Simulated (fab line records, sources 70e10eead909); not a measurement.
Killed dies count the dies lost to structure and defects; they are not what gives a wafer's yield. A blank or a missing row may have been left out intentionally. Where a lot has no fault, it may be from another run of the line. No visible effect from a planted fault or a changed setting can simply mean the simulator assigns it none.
Which tool is to blame? + flow nand harc + 72 wafers from 24 lots sampled at 2 of the route's 1159 steps

## WHAT THE GAUGES READ, wafer by wafer
NHARC_P_M2_CD_MEAS_16. Usual: cd nm at 170.4 nm, with a standard deviation of 0.82.
| lot  | measured     | on        | cd nm (nm)        | flag |
|------|--------------|-----------|-------------------|------|
| L074 | day 7 01:10  | cd sem-02 | 170.5 169.6 170.8 |      |
| L076 | day 7 01:49  | cd sem-02 | 169.5 170.3 170.4 |      |
| L075 | day 7 02:21  | cd sem-01 | 171.6 170.7 172.1 |      |
| L077 | day 7 02:39  | cd sem-01 | 172.1 170.4 171.3 |      |
| L078 | day 7 08:19  | cd sem-01 | 170.9 171.2 169.7 |      |
| L079 | day 7 12:43  | cd sem-03 | 169.3 170.9 169.6 |      |
| L080 | day 7 17:44  | cd sem-02 | 170.1 168.5 169.0 |      |
| L081 | day 7 19:04  | cd sem-02 | 170.1 170.3 170.7 |      |
| L082 | day 8 13:37  | cd sem-01 | 170.6 171.7 170.8 |      |
| L084 | day 8 19:10  | cd sem-02 | 170.5 169.1 170.2 |      |
| L083 | day 9 03:07  | cd sem-03 | 171.6 169.8 170.4 |      |
| L085 | day 9 10:32  | cd sem-02 | 171.3 170.0 170.9 |      |
| L088 | day 9 11:03  | cd sem-03 | 169.7 169.9 171.0 |      |
| L086 | day 9 11:35  | cd sem-03 | 171.0 170.1 171.9 |      |
| L087 | day 10 00:23 | cd sem-01 | 170.0 169.4 170.3 |      |
| L089 | day 10 05:30 | cd sem-02 | 170.9 171.5 170.3 |      |
| L090 | day 10 07:23 | cd sem-01 | 169.8 170.9 170.5 |      |
| L091 | day 10 17:35 | cd sem-01 | 170.2 170.4 170.5 |      |
| L092 | day 10 18:12 | cd sem-03 | 170.7 168.5 170.1 |      |
| L093 | day 11 01:43 | cd sem-01 | 170.9 169.1 171.4 |      |
| L094 | day 11 02:07 | cd sem-01 | 170.2 170.5 169.3 |      |
| L095 | day 11 19:46 | cd sem-01 | 169.9 169.7 169.6 |      |
| L096 | day 11 20:11 | cd sem-01 | 171.1 169.1 169.8 |      |
| L097 | day 12 03:10 | cd sem-01 | 170.4 168.9 169.9 |      |

NHARC_A_CHANNEL_HOLE_D1_CD_MEAS_18. Usual: cd nm at 98.1 nm, with a standard deviation of 2.6.
| lot  | measured     | on        | cd nm (nm)        | flag |
|------|--------------|-----------|-------------------|------|
| L074 | day 9 03:29  | cd sem-02 | 99.6 101.4 100.2  |      |
| L076 | day 9 01:47  | cd sem-03 | 96.3 97.3 95.4    |      |
| L075 | day 9 03:43  | cd sem-01 | 102.1 102.4 101.3 |      |
| L077 | day 9 03:55  | cd sem-03 | 95.9 98.3 95.5    |      |
| L078 | day 9 09:33  | cd sem-02 | 105.2 98.6 102.1  |      |
| L079 | day 9 11:52  | cd sem-02 | 98.9 94.0 98.3    |      |
| L080 | day 9 18:16  | cd sem-02 | 101.1 97.6 98.3   |      |
| L081 | day 9 17:25  | cd sem-03 | 98.2 100.6 98.1   |      |
| L082 | day 11 00:28 | cd sem-01 | 102.9 97.5 102.3  |      |
| L084 | day 11 01:04 | cd sem-02 | 96.4 96.0 93.5    |      |
| L083 | day 11 04:08 | cd sem-03 | 98.5 97.7 100.3   |      |
| L085 | day 11 11:22 | cd sem-02 | 97.6 98.1 99.4    |      |
| L088 | day 11 10:13 | cd sem-01 | 96.5 96.0 95.7    |      |
| L086 | day 11 10:05 | cd sem-02 | 102.6 103.4 103.4 |      |
| L087 | day 12 03:37 | cd sem-02 | 100.5 102.4 96.8  |      |
| L089 | day 12 03:54 | cd sem-02 | 98.4 97.5 97.8    |      |
| L090 | day 12 13:44 | cd sem-01 | 91.8 96.8 101.1   |      |
| L091 | day 12 22:59 | cd sem-02 | 104.4 102.6 98.3  |      |
| L092 | day 12 23:51 | cd sem-01 | 99.2 99.4 97.0    |      |
| L093 | day 13 05:55 | cd sem-01 | 95.4 96.1 90.1    |      |
| L094 | day 13 06:23 | cd sem-02 | 95.2 95.7 93.0    |      |
| L095 | day 13 20:28 | cd sem-02 | 97.5 99.7 98.7    |      |
| L096 | day 13 20:43 | cd sem-01 | 98.3 98.5 100.4   |      |
| L097 | day 14 01:59 | cd sem-02 | 93.6 98.6 96.2    |      |

## TOOL THAT RAN EACH LOT (tool first, then ch and the chambers of the sampled wafers, then the start)
The record shows no process step preceding these readings.

## WHAT THE TOOLS THEMSELVES READ (means of the sampled wafers that have a number; where no wafer has one, the mark that the record gives instead)
The record holds no such reading with a usual standard deviation.

## THE ANSWER, worked out from the rows above alone
Rule: a lot counts as off when the mean over its wafers that have a number is more than 3 standard deviations away from the usual mean. Also off: a lot with no number at a reading for which 4 or more lots have one. Any other lot the step has rows for is counted as sound. First the gauges in route order, then the tools' own readings, where a lot's mean is used as printed above. At the first step where some lot is off, the reading lying furthest off is the one used; lots without a number count as furthest.
Nothing can be told from this: no lot is off at any reading shown.

## WHAT THE SIMULATOR HAD INSERTED
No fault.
